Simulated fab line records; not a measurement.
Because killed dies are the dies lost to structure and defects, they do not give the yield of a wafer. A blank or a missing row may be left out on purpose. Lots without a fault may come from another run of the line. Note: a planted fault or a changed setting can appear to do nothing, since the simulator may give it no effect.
Chamber matching | flow n5 finfet | 4 sister chambers for N5_BEOL_M2_ALD_84 on ald metal-03
The step deposits TaN, pulse time 2 s, purge time 3 s, co reactant purge time 2 s. 4 wafers are shown with their chamber, then 7 later ones without.

== WAFERS WITH THEIR CHAMBER ==
wafer  | chamber | heater power w (W)
L081.1 | 2       | 461
L081.2 | 0       | 441
L085.2 | 1       | 401
L085.5 | 3       | 412

== WAFERS WITHOUT THEIR CHAMBER ==
wafer  | heater power w (W)
L085.6 | 436
L087.3 | 439
L087.5 | 401
L087.6 | 431
L093.1 | 476
L093.4 | 438
L093.6 | 412

== THE CHAMBER EACH PASSED THROUGH ==
wafer  | from the rows above     | in truth
L085.6 | 0                       | 0
L087.3 | 0                       | 0
L087.5 | can't be placed: 1 or 3 | 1
L087.6 | can't be placed: 0 or 3 | 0
L093.1 | 2                       | 2
L093.4 | 0                       | 0
L093.6 | can't be placed: 3 or 1 | 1
Correctly placed: 4 of 7. Not placeable from these rows: 3 (in 3, the candidates include the true chamber). Number placed wrongly: 0.
How it was worked out, from the rows above alone: a wafer's distance from a chamber is the root of the sum, over the readings, of the square of ((its reading less the chamber's mean) divided by the reading's scatter). The wafer belongs to the nearest chamber; if the next one is less than 2 further off, it can't be placed. A chamber's mean is the mean of its shown wafers. The scatter (one wafer shown for each chamber): square how far every hidden wafer sits from the nearest shown wafer, average those squares and take the square root.
